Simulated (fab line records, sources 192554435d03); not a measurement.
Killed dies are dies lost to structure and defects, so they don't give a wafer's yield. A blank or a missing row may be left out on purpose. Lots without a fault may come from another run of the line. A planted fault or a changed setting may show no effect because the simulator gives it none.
Which tool did it? | flow n5_finfet | 24 lots, 72 wafers sampled, at 1 step of a route of 1938

WHAT THE GAUGES READ, wafer by wafer
N5_BEOL_M12_INSPECT_12: inspects for defects (macro). Usual: raw_defect_count 2.2, standard deviation 1.7.
lot  | measured     | on                | raw_defect_count | flag
L075 | day 10 03:39 | defect_inspect-01 | 9 6 2            |
L074 | day 10 12:08 | defect_inspect-02 | 0 3 1            |
L077 | day 11 00:44 | defect_inspect-01 | 1 4 0            |
L076 | day 11 02:00 | defect_inspect-01 | 1 0 4            |
L079 | day 11 08:29 | defect_inspect-02 | 3 3 1            |
L078 | day 11 12:53 | defect_inspect-01 | 1 3 6            |
L080 | day 11 16:19 | defect_inspect-01 | 1 3 4            |
L081 | day 11 19:22 | defect_inspect-01 | 1 1 3            |
L082 | day 12 09:46 | defect_inspect-01 | 4 3 3            |
L083 | day 12 10:19 | defect_inspect-02 | 3 2 0            |
L084 | day 13 05:04 | defect_inspect-02 | 2 4 1            |
L086 | day 13 20:38 | defect_inspect-02 | 6 4 2            |
L087 | day 13 21:21 | defect_inspect-01 | 4 4 1            |
L085 | day 13 22:20 | defect_inspect-02 | 2 7 3            |
L088 | day 14 13:40 | defect_inspect-02 | 2 6 2            |
L089 | day 14 13:49 | defect_inspect-01 | 1 1 1            |
L091 | day 14 16:20 | defect_inspect-02 | 2 6 0            |
L090 | day 14 19:52 | defect_inspect-02 | 1 5 2            |
L093 | day 14 22:50 | defect_inspect-02 | 4 2 2            |
L092 | day 15 01:10 | defect_inspect-01 | 1 0 2            |
L094 | day 15 02:59 | defect_inspect-02 | 0 2 6            |
L095 | day 16 01:05 | defect_inspect-02 | 3 1 2            |
L096 | day 16 06:04 | defect_inspect-01 | 4 2 0            |
L097 | day 16 18:31 | defect_inspect-02 | 1 3 3            |

WHICH TOOL RAN EACH LOT (tool, then ch and the chambers of the sampled wafers, then the start)
The record holds no process step before these readings.

WHAT THE TOOLS THEMSELVES READ (means of the sampled wafers that have a number; where no wafer has one, the mark that the record gives instead)
The record holds no such reading with a usual standard deviation.

THE ANSWER, worked out from the rows above alone
Rule: a lot is off if the mean of its wafers that have a number lies more than 3 standard deviations from the usual mean. A lot without any number at a reading at which 4 lots or more have one is off too. The other lots that the step has rows for count as sound. The gauges are gone through in route order, then the tools' own readings, and for those a lot's mean is taken as printed above. The first step at which some lot is off is used, and at that step the reading that is off furthest; a lot without a number counts as furthest.
No lot is off at any reading shown: from this, nothing can be told.

WHAT THE SIMULATOR HAD PUT IN
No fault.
